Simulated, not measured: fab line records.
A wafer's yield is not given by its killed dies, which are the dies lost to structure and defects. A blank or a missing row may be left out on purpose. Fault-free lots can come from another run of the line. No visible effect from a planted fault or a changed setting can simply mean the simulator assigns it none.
fab line records	flow n5_finfet
record lots=7	wafers=39
route steps=1938 shown PMOS_HMC_CHANNEL_EPI@57 FIN_SAQP@138 SD_EPI_N@279 MOL_CONTACT_COAG@537
start_h: hours from the record's opening day to when the first of the lot's shown wafers began	wait_h: how many hours have passed since the lot's step before this one	" as in the row above	L1.1+2: several wafers, shown together as one row	- no value, or no start given	* or withheld: withheld	< > ~ a bound
route shown NAME@n: NAME is a module with steps in the file, n the number in the route of the first one	usual: mean/standard deviation of fault-free wafers	same: alike in all rows	chamber/n: place in a boat	sites: readings site by site	_std_site: the values' standard deviation	_edge_site: outer sites' mean less inner sites'	radius_mm: how far each site lies from the wafer's centre	mask NAME#n: copy n	behind: the tool/chamber that last shaped the wafer	hold: what put the lot on hold/how long, in hours/how the hold closed	device: the transistor (n, p or np) that didn't switch	end of line: the route-end tests of the same wafers	where a step has no rows: the recipe by itself	killed: at the first sort, the dies lost to defects and structure; wafer yield is something else	map: a wafer's dies, x killed, . not, _ none there
set.NAME: the setting that was run; set.NAME@STEP: the one run at that earlier step	model.NAME: the simulator's own value behind a step, which no gauge read
one table per step and one row per wafer, for lots whose settings were changed on purpose
## steps
# step N5_PMOS_HMC_CHANNEL_EPI_HM_DEP_34
# recipe material=SiO2	target_thk_a=360	temp_c=400	precursor=TEOS/O2	pressure_torr=6.5	rf_w=900	teos_flow_sccm=161.4	gas=O2	flow_sccm=2650	time_s=6.9
lot.wafer	tool	chamber	start_h	wait_h	set.target_thk_a	model.SiO2_of_PMOS_HMC_CHANNEL_EPI_HM_DEP_34.thk_nm
L076.1	pecvd-04	1	28.60	0.0	360	34.96
L076.2	"	2	"	"	519.7	52.07
L076.3	"	0	"	"	519.7	51.27
L076.4	"	2	"	"	360	36.79
L076.5	"	0	"	"	519.7	51.92
L076.6	"	1	"	"	360	35.85
L083.1	pecvd-02	0	71.27	0.0	360	35.38
L083.2	"	1	"	"	360	35.81
L083.6	"	1	"	"	360	36.45
L086.1	pecvd-03	0	89.19	0.0	441.4	43.48
L086.2	"	1	"	"	360	34.86
L086.3	"	2	"	"	441.4	43.26
L086.4	"	2	"	"	441.4	43.89
L086.5	"	0	"	"	360	35.4
L086.6	"	1	"	"	360	35.8
L087.1	pecvd-02	2	94.74	0.0	492.7	48.04
L087.2	"	1	"	"	492.7	49.17
L087.3	"	1	"	"	492.7	49.3
L087.4	"	2	"	"	360	35.52
L087.5	"	2	"	"	360	35.9
L087.6	"	1	"	"	360	36.02
L089.1	pecvd-03	1	107.21	0.0	360	34.99
L089.2	"	2	"	"	360	35.79
L089.3	"	1	"	"	504.6	50.37
L089.4	"	2	"	"	504.6	50.55
L089.5	"	2	"	"	360	36.31
L089.6	"	1	"	"	504.6	50.12
L090.1	pecvd-02	2	113.03	0.0	360	35.22
L090.2	"	0	"	"	360	35.26
L090.3	"	1	"	"	301.2	30.19
L090.4	"	0	"	"	301.2	29.96
L090.5	"	2	"	"	360	35.99
L090.6	"	1	"	"	301.2	30.31
L096.1	pecvd-02	1	148.96	0.0	511.3	51.06
L096.2	"	2	"	"	360	35.86
L096.3	"	0	"	"	360	35.06
L096.4	"	2	"	"	360	36.24
L096.5	"	1	"	"	511.3	51.41
L096.6	"	0	"	"	511.3	51.09
# step N5_FIN_SAQP_SPACER2_ALD_28
# recipe material=SiO2	target_thk_a=81	temp_c=300	ald_precursor_family=BDEAS	ald_co_reactant=O2-plasma	pulse_time_s=1	purge_time_s=2	co_reactant_purge_time_s=2	pressure_torr=2
lot.wafer	tool	chamber	start_h	wait_h	set.target_thk_a	model.SiO2_of_FIN_SAQP_SPACER2_ALD_28.thk_nm
L076.1+4+5	ald_sin-04	0,3,0	37.05	0.3	129.2	13
L076.2	"	1	"	"	81	8
L076.3+6	"	2,1	"	"	81	8.2
L083.1	ald_sin-01	0	80.78	0.3	81	8.2
L083.2+6	"	1	"	"	81	8
L086.1+2+4	ald_sin-04	0,2,3	100.50	0.1	81	8.2
L086.3+5+6	"	1,1,2	"	"	46.11	4.6
L087.1+4+6	ald_sin-01	0,3,2	103.85	0.1	81	8.2
L087.2+5	"	1,3	"	"	62.28	6.2
L087.3	"	2	"	"	62.28	6.4
L089.1	ald_sin-01	3	115.89	0.8	128.9	13
L089.2+5+6	"	2,3,0	"	"	81	8.2
L089.3+4	"	0,1	"	"	128.9	12.8
L090.1+4+6	ald_sin-03	1,0,0	120.74	0.1	81	8
L090.2+3+5	"	3,2,3	"	"	59.9	6
L096.1+3+4+5+6	ald_sin-03	3,1,2,3,2	158.04	0.1	81	8.2
L096.2	"	0	"	"	81	8
# step N5_FIN_SAQP_SPACER2_ETCHBACK_29
# recipe chemistry=CHF3/O2	mode=anisotropic_etchback	target=SiO2	target_depth_a=122	time_s=6.1	pressure_mtorr=30	source_w=650	bias_w=170	Ar_flow_sccm=200	CHF3_flow_sccm=50	O2_flow_sccm=5	ion_energy_ev=200
# step N5_FIN_SAQP_MANDREL2_REMOVE_60
# recipe chemistry=HBr/Cl2/O2	bt_time_s=10	target=a-Si	stop_on=SiNx	endpoint=OES-SiCl	over_etch_frac=1	icp_w=600	bias_w=22	HBr_flow_sccm=150	Cl2_flow_sccm=80	O2_flow_sccm=5	pressure_mtorr=10
lot.wafer	tool	chamber	start_h	wait_h	set.target_thk_a@FIN_SAQP_SPACER2_ALD_28	model.FIN_SAQP.cd_nm
L076.1+4+5	rie_si-04	3,2,1	37.46	0.1	129.2	12.8
L076.2+3+6	"	1,2,3	"	"	81	8
L083.1+2+6	rie_si-04	3,1,1	81.19	0.1	81	8
L086.1+2+4	rie_si-03	3,0,1	100.92	0.1	81	8
L086.3+5+6	"	2,0,1	"	"	46.11	4.6
L087.1+6	rie_si-04	3,2	104.27	0.1	81	8
L087.2	"	1	"	"	62.28	6
L087.3+5	"	2,3	"	"	62.28	6.2
L087.4	"	0	"	"	81	8.2
L089.1+3	rie_si-03	1,2	116.30	0.1	128.9	13
L089.2+5+6	"	3,3,0	"	"	81	8.2
L089.4	"	0	"	"	128.9	12.8
L090.1+4+6	rie_si-03	3,1,2	121.15	0.1	81	8
L090.2	"	2	"	"	59.9	6
L090.3+5	"	0,3	"	"	59.9	5.8
L096.1+4+6	rie_si-03	3,1,1	158.50	0.1	81	8.2
L096.2+3+5	"	0,2,2	"	"	81	8
# step N5_FIN_SAQP_CD_MEAS_31
# recipe target_cd_nm=8	landing_energy_ev=1000	detector=se_inlens	polarity=line
# usual cd_nm=8.09/0.22
lot.wafer	tool	chamber	start_h	wait_h	set.target_thk_a@FIN_SAQP_SPACER2_ALD_28	cd_nm
L076.1	cd_sem-03	0	37.57	0.1	129.2	12.58
L076.2	"	0	"	"	81	7.99
L076.3	"	0	"	"	81	8.43
L076.4	"	0	"	"	129.2	12.88
L076.5	"	0	"	"	129.2	12.96
L076.6	"	0	"	"	81	8.24
L083.1	cd_sem-02	0	81.30	0.1	81	8.02
L083.2	"	0	"	"	81	8.02
L083.6	"	0	"	"	81	8.23
L086.1	cd_sem-02	0	101.03	0.1	81	7.85
L086.2	"	0	"	"	81	7.78
L086.3	"	0	"	"	46.11	4.63
L086.4	"	0	"	"	81	8.22
L086.5	"	0	"	"	46.11	4.58
L086.6	"	0	"	"	46.11	3.91
L087.1	cd_sem-03	0	104.39	0.1	81	7.85
L087.2	"	0	"	"	62.28	6.38
L087.3	"	0	"	"	62.28	5.98
L087.4	"	0	"	"	81	8.06
L087.5	"	0	"	"	62.28	6.36
L087.6	"	0	"	"	81	7.54
L089.1	cd_sem-01	0	116.41	0.1	128.9	12.81
L089.2	"	0	"	"	81	8.17
L089.3	"	0	"	"	128.9	12.98
L089.4	"	0	"	"	128.9	13.03
L089.5	"	0	"	"	81	7.98
L089.6	"	0	"	"	81	8.09
L090.1	cd_sem-01	0	121.26	0.1	81	7.78
L090.2	"	0	"	"	59.9	5.84
L090.3	"	0	"	"	59.9	5.79
L090.4	"	0	"	"	81	7.89
L090.5	"	0	"	"	59.9	5.74
L090.6	"	0	"	"	81	8.02
L096.1	cd_sem-02	0	158.61	0.1	81	8.35
L096.2	"	0	"	"	81	7.78
L096.3	"	0	"	"	81	8.06
L096.4	"	0	"	"	81	8.31
L096.5	"	0	"	"	81	8.33
L096.6	"	0	"	"	81	8.14
# step N5_FIN_SAQP_HM_OPEN_33
# recipe chemistry=CH3F/O2	target=SiNx	mask_material=SiO2	target_depth_a=494	time_s=70.6	pressure_mtorr=30	source_w=395	bias_w=73	Ar_flow_sccm=150	CH3F_flow_sccm=30	O2_flow_sccm=20	ion_energy_ev=120	ends=cleared
lot.wafer	tool	chamber	start_h	wait_h	set.target_thk_a@FIN_SAQP_SPACER2_ALD_28	model.FIN_SAQP.cd_nm
L076.1	rie_diel-02	1	37.62	0.0	129.2	12.6
L076.2	"	0	"	"	81	8
L076.3	"	2	"	"	81	7.8
L076.4+5	"	1,2	"	"	129.2	12.8
L076.6	"	0	"	"	81	8.2
L083.1+6	rie_diel-04	3	81.35	0.0	81	8.2
L083.2	"	1	"	"	81	8
L086.1	rie_diel-05	3	101.07	0.0	81	8.2
L086.2+4	"	1,2	"	"	81	8
L086.3+6	"	0	"	"	46.11	4.6
L086.5	"	1	"	"	46.11	4.4
L087.1+6	rie_diel-05	3,0	104.44	0.0	81	8
L087.2+3+5	"	0,2,1	"	"	62.28	6.2
L087.4	"	1	"	"	81	8.2
L089.1+3+4	rie_diel-04	1,0,3	116.76	0.3	128.9	13
L089.2+5	"	2,3	"	"	81	8.2
L089.6	"	2	"	"	81	8
L090.1+4+6	rie_diel-04	1,3,0	121.39	0.1	81	8
L090.2	"	0	"	"	59.9	6
L090.3+5	"	2,3	"	"	59.9	5.8
L096.1+2+3+4+5	rie_diel-02	2,3,0,2,0	158.65	0.0	81	8
L096.6	"	3	"	"	81	8.2
# step N5_FIN_SAQP_ETCH_34
# recipe chemistry=C4F6/O2	target=SiO2	target_depth_a=450	time_s=15	ion_energy_ev=250	pressure_mtorr=30	source_w=345	bias_w=185	Ar_flow_sccm=300	C4F6_flow_sccm=10	O2_flow_sccm=10	ends=cleared
lot.wafer	tool	chamber	start_h	wait_h	set.target_thk_a@FIN_SAQP_SPACER2_ALD_28	model.FIN_SAQP.cd_nm
L076.1	rie_diel-02	1	37.69	0.0	129.2	12.6
L076.2+6	"	0	"	"	81	8
L076.3	"	2	"	"	81	7.8
L076.4+5	"	1,2	"	"	129.2	12.8
L083.1+6	rie_diel-04	3	81.42	0.0	81	8.2
L083.2	"	1	"	"	81	8
L086.1	rie_diel-05	3	101.14	0.0	81	8.2
L086.2+4	"	1,2	"	"	81	7.8
L086.3+6	"	0	"	"	46.11	4.6
L086.5	"	1	"	"	46.11	4.4
L087.1+4	rie_diel-05	3,1	104.51	0.0	81	8.2
L087.2	"	0	"	"	62.28	6.2
L087.3+5	"	2,1	"	"	62.28	6
L087.6	"	0	"	"	81	8
L089.1+3	rie_diel-04	1,0	116.83	0.0	128.9	13.2
L089.2+6	"	2	"	"	81	8.2
L089.4	"	3	"	"	128.9	13
L089.5	"	3	"	"	81	8.4
L090.1+6	rie_diel-04	1,0	121.46	0.0	81	8
L090.2	"	0	"	"	59.9	6
L090.3+5	"	2,3	"	"	59.9	5.8
L090.4	"	3	"	"	81	8.2
L096.1+2+3+4+5	rie_diel-02	2,3,0,2,0	158.72	0.0	81	8
L096.6	"	3	"	"	81	8.2
# step N5_FIN_SAQP_STRIP_77
# recipe chemistry=N2/H2	time_s=90	power_w=100	temp_c=40	pressure_mtorr=100	rf_frequency_hz=6e+07	bias_power_w=3	n2_flow_sccm=300	h2_flow_sccm=300
# step N5_FIN_SAQP_HM_CD_35
# recipe target_cd_nm=8	polarity=line
# usual cd_nm=8.10/0.23
lot.wafer	tool	chamber	start_h	wait_h	set.target_thk_a@FIN_SAQP_SPACER2_ALD_28	cd_nm
L076.1	cd_sem-03	-	37.84	0.1	129.2	12.73
L076.2	"	-	"	"	81	8.16
L076.3	"	-	"	"	81	7.90
L076.4	"	-	"	"	129.2	13.04
L076.5	"	-	"	"	129.2	12.36
L076.6	"	-	"	"	81	8.01
L083.1	cd_sem-03	-	81.56	0.1	81	8.32
L083.2	"	-	"	"	81	8.08
L083.6	"	-	"	"	81	8.13
L086.1	cd_sem-01	-	101.29	0.1	81	8.05
L086.2	"	-	"	"	81	7.98
L086.3	"	-	"	"	46.11	4.54
L086.4	"	-	"	"	81	7.54
L086.5	"	-	"	"	46.11	4.56
L086.6	"	-	"	"	46.11	4.38
L087.1	cd_sem-01	-	104.66	0.1	81	8.34
L087.2	"	-	"	"	62.28	6.02
L087.3	"	-	"	"	62.28	6.13
L087.4	"	-	"	"	81	7.99
L087.5	"	-	"	"	62.28	6.07
L087.6	"	-	"	"	81	7.77
L089.1	cd_sem-01	-	116.97	0.1	128.9	12.98
L089.2	"	-	"	"	81	8.19
L089.3	"	-	"	"	128.9	13.29
L089.4	"	-	"	"	128.9	13.14
L089.5	"	-	"	"	81	8.38
L089.6	"	-	"	"	81	7.93
L090.1	cd_sem-01	-	121.60	0.1	81	8.19
L090.2	"	-	"	"	59.9	6.20
L090.3	"	-	"	"	59.9	5.61
L090.4	"	-	"	"	81	8.06
L090.5	"	-	"	"	59.9	6.04
L090.6	"	-	"	"	81	8.05
L096.1	cd_sem-03	-	158.87	0.1	81	7.71
L096.2	"	-	"	"	81	7.90
L096.3	"	-	"	"	81	8.04
L096.4	"	-	"	"	81	7.77
L096.5	"	-	"	"	81	8.11
L096.6	"	-	"	"	81	8.28
# step N5_FIN_SAQP_ETCH_64
# recipe chemistry=CF4	target=SiO2	target_depth_a=15	ion_energy_ev=350	pressure_mtorr=10	icp_w=800	bias_w=400	cf4_flow_sccm=80
lot.wafer	tool	chamber	start_h	wait_h	set.target_thk_a@FIN_SAQP_SPACER2_ALD_28	model.FIN_SAQP.cd_nm
L076.1	rie_si-06	0	37.88	0.0	129.2	12.8
L076.2+3+6	"	3,2,3	"	"	81	8
L076.4+5	"	1,0	"	"	129.2	13
L083.1	rie_si-03	2	81.61	0.0	81	8.2
L083.2+6	"	3	"	"	81	8
L086.1	rie_si-03	0	101.34	0.0	81	8.4
L086.2+4	"	2,3	"	"	81	7.8
L086.3	"	1	"	"	46.11	4.6
L086.5	"	2	"	"	46.11	4.2
L086.6	"	1	"	"	46.11	4.8
L087.1+4	rie_si-03	3,0	104.71	0.0	81	8.2
L087.2+3+5	"	2,1,0	"	"	62.28	6.2
L087.6	"	3	"	"	81	8
L089.1+3+4	rie_si-06	3,2,0	117.02	0.0	128.9	13.2
L089.2+5	"	1,2	"	"	81	8.4
L089.6	"	3	"	"	81	8.2
L090.1+4+6	rie_si-06	0,2,1	121.65	0.0	81	8.2
L090.2+5	"	1,0	"	"	59.9	6
L090.3	"	3	"	"	59.9	5.6
L096.1+5	rie_si-04	2	158.92	0.0	81	8.2
L096.2+3+4+6	"	1,0,3,3	"	"	81	8
# step N5_FIN_SAQP_FIN_ETCH_36
# recipe chemistry=HBr/Cl2/O2	target_depth_a=1200	mask_material=SiNx	time_s=50.4	bias_w=102	pressure_mtorr=10	icp_w=800	HBr_flow_sccm=150	Cl2_flow_sccm=80	O2_flow_sccm=12
# step N5_FIN_SAQP_CD_MEAS_37
# recipe target_cd_nm=8	polarity=line
# usual cd_nm=8.13/0.25
lot.wafer	tool	chamber	start_h	wait_h	set.target_thk_a@FIN_SAQP_SPACER2_ALD_28	cd_nm
L076.1	cd_sem-03	-	38.02	0.1	129.2	12.78
L076.2	"	-	"	"	81	8.11
L076.3	"	-	"	"	81	8.03
L076.4	"	-	"	"	129.2	13.31
L076.5	"	-	"	"	129.2	13.26
L076.6	"	-	"	"	81	8.28
L083.1	cd_sem-02	-	81.75	0.1	81	8.10
L083.2	"	-	"	"	81	8.18
L083.6	"	-	"	"	81	8.07
L086.1	cd_sem-03	-	101.48	0.1	81	8.16
L086.2	"	-	"	"	81	8.17
L086.3	"	-	"	"	46.11	4.42
L086.4	"	-	"	"	81	7.92
L086.5	"	-	"	"	46.11	4.36
L086.6	"	-	"	"	46.11	4.37
L087.1	cd_sem-03	-	104.85	0.1	81	7.89
L087.2	"	-	"	"	62.28	6.47
L087.3	"	-	"	"	62.28	6.52
L087.4	"	-	"	"	81	8.32
L087.5	"	-	"	"	62.28	6.24
L087.6	"	-	"	"	81	8.16
L089.1	cd_sem-01	-	117.16	0.1	128.9	13.22
L089.2	"	-	"	"	81	8.37
L089.3	"	-	"	"	128.9	13.30
L089.4	"	-	"	"	128.9	13.33
L089.5	"	-	"	"	81	8.36
L089.6	"	-	"	"	81	8.19
L090.1	cd_sem-01	-	121.79	0.1	81	7.86
L090.2	"	-	"	"	59.9	5.88
L090.3	"	-	"	"	59.9	5.66
L090.4	"	-	"	"	81	8.35
L090.5	"	-	"	"	59.9	5.92
L090.6	"	-	"	"	81	8.12
L096.1	cd_sem-01	-	159.06	0.1	81	8.14
L096.2	"	-	"	"	81	8.21
L096.3	"	-	"	"	81	8.53
L096.4	"	-	"	"	81	8.30
L096.5	"	-	"	"	81	8.13
L096.6	"	-	"	"	81	8.07
# step N5_SD_EPI_N_ETCH_16
# recipe chemistry=CHF3/O2	target=SiO2	target_depth_a=50	mask_material=SOC	pressure_mtorr=30	source_w=650	bias_w=170	Ar_flow_sccm=200	CHF3_flow_sccm=50	O2_flow_sccm=5	ion_energy_ev=200
lot.wafer	tool	chamber	start_h	wait_h	set.target_depth_a	model.etch.depth_nm	model.SiARC_of_SD_EPI_N_COAT_33.thk_nm
L076.1	rie_diel-02	0	60.42	0.1	59.29	5.892	12
L076.2	"	3	"	"	59.29	5.822	12.2
L076.3	"	2	"	"	50	4.972	12.4
L076.4	"	1	"	"	50	4.84	13
L076.5	"	0	"	"	59.29	5.912	11.8
L076.6	"	3	"	"	50	4.911	12.8
L083.1	rie_diel-02	0	106.46	0.1	50	4.899	12.6
L083.2	"	3	"	"	50	4.942	13
L083.6	"	3	"	"	50	4.921	12.8
L086.1	rie_diel-04	3	124.62	0.1	50	5.068	11.8
L086.2	"	1	"	"	23.68	2.339	14.6
L086.3	"	0	"	"	23.68	2.41	14.6
L086.4	"	2	"	"	50	5.096	11.8
L086.5	"	0	"	"	23.68	2.379	14.6
L086.6	"	3	"	"	50	5.054	12
L087.1	rie_diel-02	1	134.70	0.1	74.38	7.078	11.6
L087.2	"	0	"	"	50	4.813	12.8
L087.3	"	2	"	"	74.38	7.292	10.6
L087.4	"	2	"	"	50	4.923	12.4
L087.5	"	0	"	"	50	4.871	12.6
L087.6	"	1	"	"	74.38	7.03	11.4
L089.1	rie_diel-02	2	141.41	0.1	50	4.987	12.6
L089.2	"	1	"	"	50	4.784	13.2
L089.3	"	0	"	"	28.5	2.795	14.2
L089.4	"	2	"	"	50	4.977	12.6
L089.5	"	1	"	"	28.5	2.72	14.6
L089.6	"	0	"	"	28.5	2.799	14.4
L090.1	rie_diel-02	3	144.42	0.1	50	4.87	13.2
L090.2	"	0	"	"	50	4.903	12.8
L090.3	"	2	"	"	50	4.983	12.4
L090.4	"	3	"	"	50	4.875	13
L090.5	"	0	"	"	50	4.896	12.8
L090.6	"	2	"	"	50	4.986	12.4
L096.1	rie_diel-02	0	183.61	0.1	50	4.976	12.6
L096.2	"	3	"	"	50	4.923	13.2
L096.3	"	2	"	"	26.92	2.685	14.2
L096.4	"	1	"	"	26.92	2.707	13.8
L096.5	"	0	"	"	26.92	2.667	14.2
L096.6	"	1	"	"	50	5.038	12
# step N5_MOL_CONTACT_COAG_ETCH_15
# recipe chemistry=CH3F/O2	target=SiNx	target_depth_a=70	mask_material=SOC	stop_on=Si:P	over_etch_frac=0.75	ion_energy_ev=120	pressure_mtorr=30	source_w=395	bias_w=73	Ar_flow_sccm=150	CH3F_flow_sccm=30	O2_flow_sccm=20
lot.wafer	tool	chamber	start_h	wait_h	set.target_depth_a	model.SOC_of_MOL_CONTACT_COAG_COAT_103.thk_nm
L076.1	rie_diel-02	0	99.32	0.0	70	75.2
L076.2	"	2	"	"	70	74.8
L076.3+4+6	"	1,3,2	"	"	70	75
L076.5	"	3	"	"	70	74.6
L083.1	rie_diel-05	2	143.79	0.0	70	75
L083.2+6	"	3,1	"	"	70	75.4
L086.1	rie_diel-02	2	161.52	0.0	70	75.2
L086.2+3+4+5+6	"	3,0,2,0,3	"	"	70	75.4
L087.1+3	rie_diel-05	2,3	172.95	0.0	90.17	74.8
L087.2+4	"	0,3	"	"	70	75.6
L087.5	"	0	"	"	90.17	74.4
L087.6	"	2	"	"	70	75.8
L089.1+3	rie_diel-04	0,3	178.68	0.0	70	75.2
L089.2	"	1	"	"	70	75.4
L089.4	"	2	"	"	88.15	74.4
L089.5+6	"	0,3	"	"	88.15	74.2
L090.1	rie_diel-05	0	183.89	0.0	96.64	74.6
L090.2+5	"	3	"	"	70	75.8
L090.3	"	2	"	"	96.64	74.4
L090.4	"	2	"	"	70	75.6
L090.6	"	0	"	"	96.64	74.2
L096.1+6	rie_diel-04	3,0	222.42	0.0	70	75.6
L096.2+4+5	"	1,0,1	"	"	110.5	73.6
L096.3	"	2	"	"	70	75.4
# step N5_MOL_CONTACT_COAG_ETCH_110
# recipe chemistry=CF4/O2	target=Si	target_depth_a=25	time_s=8	pressure_mtorr=100	source_w=200	bias_w=12	ion_energy_ev=60	Ar_flow_sccm=100	cf4_flow_sccm=100	O2_flow_sccm=10
lot.wafer	tool	chamber	start_h	wait_h	set.target_depth_a@MOL_CONTACT_COAG_ETCH_15	model.SOC_of_MOL_CONTACT_COAG_COAT_103.thk_nm
L076.1+4	rie_diel-02	0,3	99.38	0.0	70	73.6
L076.2+3+6	"	2,1,2	"	"	70	73.4
L076.5	"	3	"	"	70	73.2
L083.1	rie_diel-05	2	143.85	0.0	70	73.6
L083.2+6	"	3,1	"	"	70	74
L086.1+3+4+6	rie_diel-02	2,0,2,3	161.58	0.0	70	73.8
L086.2+5	"	3,0	"	"	70	74
L087.1	rie_diel-05	2	173.01	0.0	90.17	73.4
L087.2	"	0	"	"	70	74.2
L087.3	"	3	"	"	90.17	73.2
L087.4	"	3	"	"	70	74
L087.5	"	0	"	"	90.17	73
L087.6	"	2	"	"	70	74.4
L089.1	rie_diel-04	0	178.74	0.0	70	73.8
L089.2	"	1	"	"	70	74
L089.3	"	3	"	"	70	73.6
L089.4+5+6	"	2,0,3	"	"	88.15	72.8
L090.1	rie_diel-05	0	183.95	0.0	96.64	73
L090.2	"	3	"	"	70	74.2
L090.3+6	"	2,0	"	"	96.64	72.8
L090.4	"	2	"	"	70	74
L090.5	"	3	"	"	70	74.4
L096.1	rie_diel-04	3	222.48	0.0	70	74
L096.2+4	"	1,0	"	"	110.5	72.2
L096.3	"	2	"	"	70	73.8
L096.5	"	1	"	"	110.5	72
L096.6	"	0	"	"	70	74.2
## key
split step=N5_PMOS_HMC_CHANNEL_EPI_HM_DEP_34	setting=target_thk_a	stated=360	by=wafer
response step=N5_PMOS_HMC_CHANNEL_EPI_HM_DEP_34	reading=model.SiO2_of_PMOS_HMC_CHANNEL_EPI_HM_DEP_34.thk_nm	change=+0.36	per=1%	r=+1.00
split step=N5_FIN_SAQP_SPACER2_ALD_28	setting=target_thk_a	stated=81	by=wafer
response step=N5_FIN_SAQP_SPACER2_ALD_28	reading=model.SiO2_of_FIN_SAQP_SPACER2_ALD_28.thk_nm	change=+0.0809	per=1%	r=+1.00
response step=N5_FIN_SAQP_MANDREL2_REMOVE_60	reading=model.FIN_SAQP.cd_nm	change=+0.0804	per=1%	r=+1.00
response step=N5_FIN_SAQP_CD_MEAS_31	reading=cd_nm	change=+0.0797	per=1%	r=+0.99
response step=N5_FIN_SAQP_HM_OPEN_33	reading=model.FIN_SAQP.cd_nm	change=+0.0812	per=1%	r=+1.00
response step=N5_FIN_SAQP_ETCH_34	reading=model.FIN_SAQP.cd_nm	change=+0.0816	per=1%	r=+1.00
response step=N5_FIN_SAQP_HM_CD_35	reading=cd_nm	change=+0.081	per=1%	r=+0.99
response step=N5_FIN_SAQP_ETCH_64	reading=model.FIN_SAQP.cd_nm	change=+0.0827	per=1%	r=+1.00
response step=N5_FIN_SAQP_CD_MEAS_37	reading=cd_nm	change=+0.084	per=1%	r=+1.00
split step=N5_SD_EPI_N_ETCH_16	setting=target_depth_a	stated=50	by=wafer
response step=N5_SD_EPI_N_ETCH_16	reading=model.etch.depth_nm	change=+0.0494	per=1%	r=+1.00
response step=N5_SD_EPI_N_ETCH_16	reading=model.SiARC_of_SD_EPI_N_COAT_33.thk_nm	change=-0.0382	per=1%	r=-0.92
split step=N5_MOL_CONTACT_COAG_ETCH_15	setting=target_depth_a	stated=70	by=wafer
response step=N5_MOL_CONTACT_COAG_ETCH_15	reading=model.SOC_of_MOL_CONTACT_COAG_COAT_103.thk_nm	change=-0.0345	per=1%	r=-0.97
response step=N5_MOL_CONTACT_COAG_ETCH_110	reading=model.SOC_of_MOL_CONTACT_COAG_COAT_103.thk_nm	change=-0.0339	per=1%	r=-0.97
